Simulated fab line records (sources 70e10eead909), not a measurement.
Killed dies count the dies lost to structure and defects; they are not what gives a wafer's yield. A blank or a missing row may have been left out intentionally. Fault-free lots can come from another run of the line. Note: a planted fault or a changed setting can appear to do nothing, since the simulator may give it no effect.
fab line records / flow nand-harc
record lots=6 wafers=18 last-day=24
route steps=1159 shown A_ONON_D1@428 END@1159
lots untouched by any fault: they come from a run of this same line in which no faults occurred
start-h: hours from the record's opening day to when the first of the lot's shown wafers began / wait-h: hours from the lot's prior step to this one / " identical to the entry in the row above / L1.1+2: a row that stands for several wafers / - no value, or no start given / * or withheld: withheld / < > ~ a bound
route shown NAME@n: names a module that has steps shown in the file, with the first one's number in the route / usual: average and standard deviation across the fault-free wafers / same: alike in all rows / chamber/n: place in a boat / sites: per-site readings / _std_site: how widely they spread, as a standard deviation / _edge_site: the outer-site mean with the inner-site mean subtracted / radius-mm: how far each site lies from the wafer's centre / mask NAME#n: copy n / behind: the last tool/chamber to shape the wafer / hold: why the lot was held/for how many hours/how that ended / device: names the non-switching transistor (n, p or np) / end of line: the same wafers' tests at the end of the route / a step without rows: its recipe alone / killed: not the wafer's yield, but the dies lost to structure and defects at the first sort / map: a wafer's dies, x killed, . not, _ none there
set.NAME: the setting that was run; set.NAME@STEP: the one run at that earlier step / model.NAME: the simulator's own value behind a step, which no gauge read
lots at selected steps of the route; one table per step, one row per wafer
services: from which hour (start-h, from the record's first day; less than 0 if before it) a tool's chamber was out of use, for how many hours, and why
## steps
# step NHARC_A_ONON_D1_DEP_06
# recipe target-thk-a=10000 n2-flow-sccm=2750 n2o-flow-sccm=2000 nh3-flow-sccm=500 sih4-flow-sccm=210 temp-c=400
# step NHARC_A_ONON_D1_THK_MEAS_08
# recipe thk-meas-gauge=ellipsometry
# usual thk-nm=998/8.6
lot.wafer=L840.2 tool=film-metro-02 chamber=- start-h=151.19 wait-h=- thk-nm=996
lot.wafer=L840.3 tool=film-metro-02 chamber=- start-h=151.19 wait-h=- thk-nm=997
lot.wafer=L840.6 tool=film-metro-02 chamber=- start-h=151.19 wait-h=- thk-nm=995
lot.wafer=L844.3 tool=film-metro-02 chamber=- start-h=176.08 wait-h=- thk-nm=1007
lot.wafer=L844.4 tool=film-metro-02 chamber=- start-h=176.08 wait-h=- thk-nm=1009
lot.wafer=L844.5 tool=film-metro-02 chamber=- start-h=176.08 wait-h=- thk-nm=1008
lot.wafer=L849.2 tool=film-metro-01 chamber=- start-h=215.61 wait-h=- thk-nm=1000
lot.wafer=L849.4 tool=film-metro-01 chamber=- start-h=215.61 wait-h=- thk-nm=999
lot.wafer=L849.6 tool=film-metro-01 chamber=- start-h=215.61 wait-h=- thk-nm=999
lot.wafer=L852.1 tool=film-metro-02 chamber=- start-h=232.60 wait-h=- thk-nm=1004
lot.wafer=L852.3 tool=film-metro-02 chamber=- start-h=232.60 wait-h=- thk-nm=1005
lot.wafer=L852.6 tool=film-metro-02 chamber=- start-h=232.60 wait-h=- thk-nm=1005
lot.wafer=L855.2 tool=film-metro-01 chamber=- start-h=248.28 wait-h=- thk-nm=995
lot.wafer=L855.3 tool=film-metro-01 chamber=- start-h=248.28 wait-h=- thk-nm=996
lot.wafer=L855.4 tool=film-metro-01 chamber=- start-h=248.28 wait-h=- thk-nm=994
lot.wafer=L860.3 tool=film-metro-01 chamber=- start-h=271.63 wait-h=- thk-nm=982
lot.wafer=L860.4 tool=film-metro-01 chamber=- start-h=271.63 wait-h=- thk-nm=984
lot.wafer=L860.6 tool=film-metro-01 chamber=- start-h=271.63 wait-h=- thk-nm=985
# step NHARC_A_ONON_D1_DEP_09
# recipe target-thk-a=10000 n2-flow-sccm=2750 n2o-flow-sccm=2000 nh3-flow-sccm=500 sih4-flow-sccm=210 temp-c=400
# step NHARC_A_ONON_D1_THK_MEAS_11
# recipe thk-meas-gauge=ellipsometry
# usual thk-nm=1001/9.1
lot.wafer=L840.2 tool=film-metro-02 chamber=- start-h=151.75 wait-h=- thk-nm=991
lot.wafer=L840.3 tool=film-metro-02 chamber=- start-h=151.75 wait-h=- thk-nm=990
lot.wafer=L840.6 tool=film-metro-02 chamber=- start-h=151.75 wait-h=- thk-nm=989
lot.wafer=L844.3 tool=film-metro-02 chamber=- start-h=176.64 wait-h=- thk-nm=996
lot.wafer=L844.4 tool=film-metro-02 chamber=- start-h=176.64 wait-h=- thk-nm=995
lot.wafer=L844.5 tool=film-metro-02 chamber=- start-h=176.64 wait-h=- thk-nm=994
lot.wafer=L849.2 tool=film-metro-02 chamber=- start-h=216.17 wait-h=- thk-nm=995
lot.wafer=L849.4 tool=film-metro-02 chamber=- start-h=216.17 wait-h=- thk-nm=995
lot.wafer=L849.6 tool=film-metro-02 chamber=- start-h=216.17 wait-h=- thk-nm=994
lot.wafer=L852.1 tool=film-metro-01 chamber=- start-h=233.17 wait-h=- thk-nm=1016
lot.wafer=L852.3 tool=film-metro-01 chamber=- start-h=233.17 wait-h=- thk-nm=1014
lot.wafer=L852.6 tool=film-metro-01 chamber=- start-h=233.17 wait-h=- thk-nm=1014
lot.wafer=L855.2 tool=film-metro-01 chamber=- start-h=248.85 wait-h=- thk-nm=995
lot.wafer=L855.3 tool=film-metro-01 chamber=- start-h=248.85 wait-h=- thk-nm=994
lot.wafer=L855.4 tool=film-metro-01 chamber=- start-h=248.85 wait-h=- thk-nm=995
lot.wafer=L860.3 tool=film-metro-01 chamber=- start-h=272.20 wait-h=- thk-nm=990
lot.wafer=L860.4 tool=film-metro-01 chamber=- start-h=272.20 wait-h=- thk-nm=990
lot.wafer=L860.6 tool=film-metro-01 chamber=- start-h=272.20 wait-h=- thk-nm=991
# step NHARC_A_ONON_D1_DEP_12
# recipe target-thk-a=10000 n2-flow-sccm=2750 n2o-flow-sccm=2000 nh3-flow-sccm=500 sih4-flow-sccm=210 temp-c=400
# step NHARC_A_ONON_D1_THK_MEAS_14
# recipe thk-meas-gauge=ellipsometry
# usual thk-nm=1001/10
lot.wafer=L840.2 tool=film-metro-01 chamber=- start-h=152.34 wait-h=- thk-nm=1011
lot.wafer=L840.3 tool=film-metro-01 chamber=- start-h=152.34 wait-h=- thk-nm=1011
lot.wafer=L840.6 tool=film-metro-01 chamber=- start-h=152.34 wait-h=- thk-nm=1010
lot.wafer=L844.3 tool=film-metro-02 chamber=- start-h=177.20 wait-h=- thk-nm=976
lot.wafer=L844.4 tool=film-metro-02 chamber=- start-h=177.20 wait-h=- thk-nm=978
lot.wafer=L844.5 tool=film-metro-02 chamber=- start-h=177.20 wait-h=- thk-nm=976
lot.wafer=L849.2 tool=film-metro-01 chamber=- start-h=216.75 wait-h=- thk-nm=1004
lot.wafer=L849.4 tool=film-metro-01 chamber=- start-h=216.75 wait-h=- thk-nm=1004
lot.wafer=L849.6 tool=film-metro-01 chamber=- start-h=216.75 wait-h=- thk-nm=1005
lot.wafer=L852.1 tool=film-metro-02 chamber=- start-h=233.73 wait-h=- thk-nm=1002
lot.wafer=L852.3 tool=film-metro-02 chamber=- start-h=233.73 wait-h=- thk-nm=1002
lot.wafer=L852.6 tool=film-metro-02 chamber=- start-h=233.73 wait-h=- thk-nm=1002
lot.wafer=L855.2 tool=film-metro-01 chamber=- start-h=249.42 wait-h=- thk-nm=1005
lot.wafer=L855.3 tool=film-metro-01 chamber=- start-h=249.42 wait-h=- thk-nm=1003
lot.wafer=L855.4 tool=film-metro-01 chamber=- start-h=249.42 wait-h=- thk-nm=1004
lot.wafer=L860.3 tool=film-metro-02 chamber=- start-h=272.76 wait-h=- thk-nm=1015
lot.wafer=L860.4 tool=film-metro-02 chamber=- start-h=272.76 wait-h=- thk-nm=1015
lot.wafer=L860.6 tool=film-metro-02 chamber=- start-h=272.76 wait-h=- thk-nm=1016
# step NHARC_A_ONON_D1_ANNEAL_15
# recipe temp-c=750 time-s=3600
# step NHARC_A_ONON_D1_DEP_16
# recipe target-thk-a=10000 n2-flow-sccm=2750 n2o-flow-sccm=2000 nh3-flow-sccm=500 sih4-flow-sccm=210 temp-c=400
# step NHARC_A_ONON_D1_THK_MEAS_18
# recipe thk-meas-gauge=ellipsometry
# usual thk-nm=1000/7.3
lot.wafer=L840.2 tool=film-metro-02 chamber=- start-h=163.15 wait-h=- thk-nm=1004
lot.wafer=L840.3 tool=film-metro-02 chamber=- start-h=163.15 wait-h=- thk-nm=1003
lot.wafer=L840.6 tool=film-metro-02 chamber=- start-h=163.15 wait-h=- thk-nm=1005
lot.wafer=L844.3 tool=film-metro-01 chamber=- start-h=188.51 wait-h=- thk-nm=994
lot.wafer=L844.4 tool=film-metro-01 chamber=- start-h=188.51 wait-h=- thk-nm=995
lot.wafer=L844.5 tool=film-metro-01 chamber=- start-h=188.51 wait-h=- thk-nm=992
lot.wafer=L849.2 tool=film-metro-01 chamber=- start-h=224.51 wait-h=- thk-nm=1012
lot.wafer=L849.4 tool=film-metro-01 chamber=- start-h=224.51 wait-h=- thk-nm=1012
lot.wafer=L849.6 tool=film-metro-01 chamber=- start-h=224.51 wait-h=- thk-nm=1013
lot.wafer=L852.1 tool=film-metro-01 chamber=- start-h=241.73 wait-h=- thk-nm=1012
lot.wafer=L852.3 tool=film-metro-01 chamber=- start-h=241.73 wait-h=- thk-nm=1011
lot.wafer=L852.6 tool=film-metro-01 chamber=- start-h=241.73 wait-h=- thk-nm=1009
lot.wafer=L855.2 tool=film-metro-01 chamber=- start-h=255.35 wait-h=- thk-nm=1003
lot.wafer=L855.3 tool=film-metro-01 chamber=- start-h=255.35 wait-h=- thk-nm=1002
lot.wafer=L855.4 tool=film-metro-01 chamber=- start-h=255.35 wait-h=- thk-nm=1003
lot.wafer=L860.3 tool=film-metro-02 chamber=- start-h=280.91 wait-h=- thk-nm=990
lot.wafer=L860.4 tool=film-metro-02 chamber=- start-h=280.91 wait-h=- thk-nm=988
lot.wafer=L860.6 tool=film-metro-02 chamber=- start-h=280.91 wait-h=- thk-nm=988
# step NHARC_A_ONON_D1_DEP_19
# recipe target-thk-a=10000 n2-flow-sccm=2750 n2o-flow-sccm=2000 nh3-flow-sccm=500 sih4-flow-sccm=210 temp-c=400
# step NHARC_A_ONON_D1_THK_MEAS_21
# recipe thk-meas-gauge=ellipsometry
# usual thk-nm=999/9.3
lot.wafer=L840.2 tool=film-metro-02 chamber=- start-h=163.71 wait-h=- thk-nm=988
lot.wafer=L840.3 tool=film-metro-02 chamber=- start-h=163.71 wait-h=- thk-nm=990
lot.wafer=L840.6 tool=film-metro-02 chamber=- start-h=163.71 wait-h=- thk-nm=988
lot.wafer=L844.3 tool=film-metro-01 chamber=- start-h=189.07 wait-h=- thk-nm=997
lot.wafer=L844.4 tool=film-metro-01 chamber=- start-h=189.07 wait-h=- thk-nm=999
lot.wafer=L844.5 tool=film-metro-01 chamber=- start-h=189.07 wait-h=- thk-nm=998
lot.wafer=L849.2 tool=film-metro-02 chamber=- start-h=225.08 wait-h=- thk-nm=982
lot.wafer=L849.4 tool=film-metro-02 chamber=- start-h=225.08 wait-h=- thk-nm=983
lot.wafer=L849.6 tool=film-metro-02 chamber=- start-h=225.08 wait-h=- thk-nm=981
lot.wafer=L852.1 tool=film-metro-02 chamber=- start-h=242.42 wait-h=- thk-nm=995
lot.wafer=L852.3 tool=film-metro-02 chamber=- start-h=242.42 wait-h=- thk-nm=994
lot.wafer=L852.6 tool=film-metro-02 chamber=- start-h=242.42 wait-h=- thk-nm=995
lot.wafer=L855.2 tool=film-metro-02 chamber=- start-h=255.92 wait-h=- thk-nm=989
lot.wafer=L855.3 tool=film-metro-02 chamber=- start-h=255.92 wait-h=- thk-nm=989
lot.wafer=L855.4 tool=film-metro-02 chamber=- start-h=255.92 wait-h=- thk-nm=989
lot.wafer=L860.3 tool=film-metro-01 chamber=- start-h=281.48 wait-h=- thk-nm=989
lot.wafer=L860.4 tool=film-metro-01 chamber=- start-h=281.48 wait-h=- thk-nm=990
lot.wafer=L860.6 tool=film-metro-01 chamber=- start-h=281.48 wait-h=- thk-nm=990
# step NHARC_A_ONON_D1_DEP_22
# recipe target-thk-a=10000 n2-flow-sccm=2750 n2o-flow-sccm=2000 nh3-flow-sccm=500 sih4-flow-sccm=210 temp-c=400
lot.wafer=L840.2+3+6 tool=pecvd-onon-02 chamber=0 start-h=163.82 wait-h=0.1
lot.wafer=L844.3+4+5 tool=pecvd-onon-01 chamber=0 start-h=189.24 wait-h=0.2
lot.wafer=L849.2+4+6 tool=pecvd-onon-01 chamber=0 start-h=225.20 wait-h=0.1
lot.wafer=L852.1+3+6 tool=pecvd-onon-01 chamber=0 start-h=242.62 wait-h=0.2
lot.wafer=L855.2+3+4 tool=pecvd-onon-02 chamber=0 start-h=256.04 wait-h=0.1
lot.wafer=L860.3+4+6 tool=pecvd-onon-04 chamber=0 start-h=281.65 wait-h=0.2
# step NHARC_A_ONON_D1_THK_MEAS_24
# recipe thk-meas-gauge=ellipsometry
# usual thk-nm=999/11
lot.wafer=L840.2 tool=film-metro-02 chamber=- start-h=164.28 wait-h=- thk-nm=987
lot.wafer=L840.3 tool=film-metro-02 chamber=- start-h=164.28 wait-h=- thk-nm=990
lot.wafer=L840.6 tool=film-metro-02 chamber=- start-h=164.28 wait-h=- thk-nm=989
lot.wafer=L844.3 tool=film-metro-01 chamber=- start-h=189.63 wait-h=- thk-nm=1019
lot.wafer=L844.4 tool=film-metro-01 chamber=- start-h=189.63 wait-h=- thk-nm=1017
lot.wafer=L844.5 tool=film-metro-01 chamber=- start-h=189.63 wait-h=- thk-nm=1019
lot.wafer=L849.2 tool=film-metro-02 chamber=- start-h=225.65 wait-h=- thk-nm=701
lot.wafer=L849.4 tool=film-metro-02 chamber=- start-h=225.65 wait-h=- thk-nm=703
lot.wafer=L849.6 tool=film-metro-02 chamber=- start-h=225.65 wait-h=- thk-nm=701
lot.wafer=L852.1 tool=film-metro-02 chamber=- start-h=243.13 wait-h=- thk-nm=669
lot.wafer=L852.3 tool=film-metro-02 chamber=- start-h=243.13 wait-h=- thk-nm=667
lot.wafer=L852.6 tool=film-metro-02 chamber=- start-h=243.13 wait-h=- thk-nm=668
lot.wafer=L855.2 tool=film-metro-01 chamber=- start-h=256.48 wait-h=- thk-nm=989
lot.wafer=L855.3 tool=film-metro-01 chamber=- start-h=256.48 wait-h=- thk-nm=988
lot.wafer=L855.4 tool=film-metro-01 chamber=- start-h=256.48 wait-h=- thk-nm=990
lot.wafer=L860.3 tool=film-metro-02 chamber=- start-h=282.05 wait-h=- thk-nm=997
lot.wafer=L860.4 tool=film-metro-02 chamber=- start-h=282.05 wait-h=- thk-nm=997
lot.wafer=L860.6 tool=film-metro-02 chamber=- start-h=282.05 wait-h=- thk-nm=997
# step NHARC_A_ONON_D1_DEP_25
# recipe target-thk-a=10000 n2-flow-sccm=2750 n2o-flow-sccm=2000 nh3-flow-sccm=500 sih4-flow-sccm=210 temp-c=400
# step NHARC_END_SORT_01
# recipe temp-c=25
# usual killed-at-array=29/9.4 killed-at-other=0.7/1.3 killed-at-periphery=2.9/2.1 killed-dies=32/9 killed-open=3.3/1.8 killed-short=1.9/1.4
# same gross-dies=677
lot.wafer=L849.2 tool=prober-01 chamber=0 start-h=511.80 wait-h=2.8 killed-at-array=671 killed-at-other=0 killed-at-periphery=6 killed-dies=677 killed-open=4 killed-short=1
lot.wafer=L849.4 tool=prober-01 chamber=0 start-h=513.40 wait-h=3.4 killed-at-array=676 killed-at-other=1 killed-at-periphery=0 killed-dies=677 killed-open=3 killed-short=2
lot.wafer=L849.6 tool=prober-01 chamber=0 start-h=514.99 wait-h=4.0 killed-at-array=675 killed-at-other=0 killed-at-periphery=2 killed-dies=677 killed-open=4 killed-short=0
lot.wafer=L852.1 tool=prober-02 chamber=0 start-h=511.84 wait-h=2.5 killed-at-array=675 killed-at-other=0 killed-at-periphery=2 killed-dies=677 killed-open=1 killed-short=2
lot.wafer=L852.3 tool=prober-02 chamber=0 start-h=513.42 wait-h=3.1 killed-at-array=673 killed-at-other=0 killed-at-periphery=4 killed-dies=677 killed-open=3 killed-short=4
lot.wafer=L852.6 tool=prober-02 chamber=0 start-h=515.79 wait-h=4.0 killed-at-array=675 killed-at-other=0 killed-at-periphery=2 killed-dies=677 killed-open=6 killed-short=1
# killed by level:class
L849.2 A_ONON_D1:area-dep=655 A_CHANNEL_HOLE_D1:chamber-film-flake=6 P_M0:chamber-film-flake=3 A_ZERO_WELL:chamber-film-flake=3 A_STAIRCASE:chamber-film-flake=2 P_GATE:geometric-particle:short=1 P_GATE:geometric-particle:open=1 A_ONON_D1:geometric-particle:open=1
L852.1 A_ONON_D1:area-dep=630 A_CHANNEL_HOLE_D1:chamber-film-flake=16 A_SLIT:chamber-film-flake=14 A_STAIRCASE:chamber-film-flake=8 A_CONTACT:chamber-film-flake=5 P_M0:geometric-particle:short=1 A_WL_FILL:geometric-particle:short=1 A_M1:geometric-particle:open=1
L849.4 A_ONON_D1:area-dep=660 A_CONTACT:chamber-film-flake=6 A_CHANNEL_HOLE_D1:chamber-film-flake=3 A_CONTACT:geometric-particle:open=2 A_WL_FILL:chamber-film-flake=2 A_CHANNEL_HOLE_D1:geometric-particle:short=1 A_CHANNEL_FILL_D1:geometric-particle:short=1 STARTING-WAFER:geometric-particle:open=1
L852.3 A_ONON_D1:area-dep=626 A_SLIT:chamber-film-flake=21 A_CHANNEL_HOLE_D1:chamber-film-flake=8 A_STAIRCASE:chamber-film-flake=6 A_CONTACT:chamber-film-flake=6 P_M0:geometric-particle:open=1 A_ONON_D1:geometric-particle:short=1 A_CHANNEL_FILL_D1:geometric-particle:open=1
L849.6 A_ONON_D1:area-dep=663 A_CHANNEL_HOLE_D1:chamber-film-flake=5 A_WL_FILL:chamber-film-flake=2 A_CONTACT:chamber-film-flake=2 P_CONTACT:geometric-particle:open=1 P_M2:geometric-particle:open=1 A_CONTACT:geometric-particle:open=1 A_M1:geometric-particle:open=1
L852.6 A_ONON_D1:area-dep=642 A_CHANNEL_HOLE_D1:chamber-film-flake=13 A_SLIT:chamber-film-flake=10 A_ONON_D1:geometric-particle:open=3 A_STAIRCASE:chamber-film-flake=2 P_CONTACT:geometric-particle:open=1 A_SGD_CUT:geometric-particle:open=1 A_WL_FILL:geometric-particle:short=1
# map L849.2 (x killed, . not)
____________x____________
_________xxxxxxx_________
_______xxxxxxxxxxx_______
______xxxxxxxxxxxxx______
_____xxxxxxxxxxxxxxx_____
____xxxxxxxxxxxxxxxxx____
____xxxxxxxxxxxxxxxxx____
___xxxxxxxxxxxxxxxxxxx___
___xxxxxxxxxxxxxxxxxxx___
__xxxxxxxxxxxxxxxxxxxxx__
__xxxxxxxxxxxxxxxxxxxxx__
_xxxxxxxxxxxxxxxxxxxxxxx_
_xxxxxxxxxxxxxxxxxxxxxxx_
_xxxxxxxxxxxxxxxxxxxxxxx_
_xxxxxxxxxxxxxxxxxxxxxxx_
_xxxxxxxxxxxxxxxxxxxxxxx_
xxxxxxxxxxxxxxxxxxxxxxxxx
xxxxxxxxxxxxxxxxxxxxxxxxx
xxxxxxxxxxxxxxxxxxxxxxxxx
xxxxxxxxxxxxxxxxxxxxxxxxx
xxxxxxxxxxxxxxxxxxxxxxxxx
_xxxxxxxxxxxxxxxxxxxxxxx_
_xxxxxxxxxxxxxxxxxxxxxxx_
_xxxxxxxxxxxxxxxxxxxxxxx_
_xxxxxxxxxxxxxxxxxxxxxxx_
_xxxxxxxxxxxxxxxxxxxxxxx_
__xxxxxxxxxxxxxxxxxxxxx__
__xxxxxxxxxxxxxxxxxxxxx__
___xxxxxxxxxxxxxxxxxxx___
___xxxxxxxxxxxxxxxxxxx___
____xxxxxxxxxxxxxxxxx____
____xxxxxxxxxxxxxxxxx____
_____xxxxxxxxxxxxxxx_____
______xxxxxxxxxxxxx______
_______xxxxxxxxxxx_______
_________xxxxxxx_________
____________x____________
# map L852.1 (x killed, . not)
____________x____________
_________xxxxxxx_________
_______xxxxxxxxxxx_______
______xxxxxxxxxxxxx______
_____xxxxxxxxxxxxxxx_____
____xxxxxxxxxxxxxxxxx____
____xxxxxxxxxxxxxxxxx____
___xxxxxxxxxxxxxxxxxxx___
___xxxxxxxxxxxxxxxxxxx___
__xxxxxxxxxxxxxxxxxxxxx__
__xxxxxxxxxxxxxxxxxxxxx__
_xxxxxxxxxxxxxxxxxxxxxxx_
_xxxxxxxxxxxxxxxxxxxxxxx_
_xxxxxxxxxxxxxxxxxxxxxxx_
_xxxxxxxxxxxxxxxxxxxxxxx_
_xxxxxxxxxxxxxxxxxxxxxxx_
xxxxxxxxxxxxxxxxxxxxxxxxx
xxxxxxxxxxxxxxxxxxxxxxxxx
xxxxxxxxxxxxxxxxxxxxxxxxx
xxxxxxxxxxxxxxxxxxxxxxxxx
xxxxxxxxxxxxxxxxxxxxxxxxx
_xxxxxxxxxxxxxxxxxxxxxxx_
_xxxxxxxxxxxxxxxxxxxxxxx_
_xxxxxxxxxxxxxxxxxxxxxxx_
_xxxxxxxxxxxxxxxxxxxxxxx_
_xxxxxxxxxxxxxxxxxxxxxxx_
__xxxxxxxxxxxxxxxxxxxxx__
__xxxxxxxxxxxxxxxxxxxxx__
___xxxxxxxxxxxxxxxxxxx___
___xxxxxxxxxxxxxxxxxxx___
____xxxxxxxxxxxxxxxxx____
____xxxxxxxxxxxxxxxxx____
_____xxxxxxxxxxxxxxx_____
______xxxxxxxxxxxxx______
_______xxxxxxxxxxx_______
_________xxxxxxx_________
____________x____________
## services
tool=pecvd-onon-01 chamber=- start-h=195.04 hours=13.0 kind=pm
tool=pecvd-onon-04 chamber=- start-h=237.00 hours=13.0 kind=pm
## key
first-sign step=NHARC_A_ONON_D1_THK_MEAS_24 reading=thk-nm direction=down sigmas=28 usual=999 struck=685
effect step=NHARC_END_SORT_01 reading=killed-dies direction=up sigmas=72 usual=32 struck=677
more-kills-born-at NHARC_A_ONON_D1_DEP_22@pecvd-onon-01=3876
met-at NHARC_A_ONON_D1_DEP_22
struck-wafers L849.2,L849.4,L849.6,L852.1,L852.3,L852.6
later-rows-left-out L849.2,L849.4,L849.6,L852.1,L852.3,L852.6
tester-left-out L849,L852
onset-between 189.24 225.20
fault kind=process-parameter-drift tool=pecvd-onon-01 chamber=0 onset-h=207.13 steps=NHARC_A_ONON_D1_DEP_22 channel=target-thk-a offset=* shape=step end-h=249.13 acts-in=* stated=*
# tester-left-out: of these lots the tester's yield and bins aren't shown, on N5 and GAA mostly nor the transistor test; their killed dies are dies lost to structure and defects alone, not to doping, threshold or leakage, so they don't give the yield
# later-rows-left-out: the simulator's readings of these wafers behind a module that went badly wrong aren't trusted and aren't shown, but for the sort
